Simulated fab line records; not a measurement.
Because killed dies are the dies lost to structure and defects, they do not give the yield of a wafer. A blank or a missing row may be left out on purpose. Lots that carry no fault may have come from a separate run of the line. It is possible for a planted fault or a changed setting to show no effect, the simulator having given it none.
Matching of chambers || flow n5 finfet || 4 sister chambers for N5_MOL_CONTACT_COAG_ALD_20 on ald metal-04
The step deposits TiN, target thk 1.5 nm, pulse time 1 s, purge time 3 s. 4 wafers are shown with their chamber, then 8 later ones without.

== EACH WAFER AND ITS CHAMBER ==
{"wafer": "L084.6", "chamber": 2, "heater power w (W)": 917}
{"wafer": "L085.3", "chamber": 0, "heater power w (W)": 875}
{"wafer": "L088.6", "chamber": 3, "heater power w (W)": 806}
{"wafer": "L091.2", "chamber": 1, "heater power w (W)": 961}

== WAFERS WHOSE CHAMBER IS MISSING ==
{"wafer": "L091.4", "heater power w (W)": 805}
{"wafer": "L091.6", "heater power w (W)": 804}
{"wafer": "L094.2", "heater power w (W)": 893}
{"wafer": "L094.3", "heater power w (W)": 793}
{"wafer": "L094.6", "heater power w (W)": 794}
{"wafer": "L097.1", "heater power w (W)": 920}
{"wafer": "L097.2", "heater power w (W)": 796}
{"wafer": "L097.3", "heater power w (W)": 916}

== WHICH CHAMBER EACH WENT THROUGH ==
{"wafer": "L091.4", "from the rows above": 3, "in truth": 3}
{"wafer": "L091.6", "from the rows above": 3, "in truth": 3}
{"wafer": "L094.2", "from the rows above": "can't be placed: 0 or 2", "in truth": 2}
{"wafer": "L094.3", "from the rows above": 3, "in truth": 3}
{"wafer": "L094.6", "from the rows above": 3, "in truth": 3}
{"wafer": "L097.1", "from the rows above": 2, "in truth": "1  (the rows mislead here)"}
{"wafer": "L097.2", "from the rows above": 3, "in truth": 3}
{"wafer": "L097.3", "from the rows above": 2, "in truth": 2}
Correctly placed: 6 of 8. Cannot be placed on the basis of these rows: 1; the candidates contain the true chamber in 1. Wrongly placed: 1.
How it was worked out, from the rows above alone: a wafer's distance from a chamber is the root of the sum, over the readings, of the square of ((its reading less the chamber's mean) divided by the reading's scatter). If the next closest chamber is less than 2 further off than the closest, the wafer can't be placed; otherwise it belongs to the closest. The mean given for a chamber averages the wafers shown for that chamber. The scatter: with one shown wafer a chamber, the root of the mean of the squares of how far each hidden wafer lies from its nearest shown one.
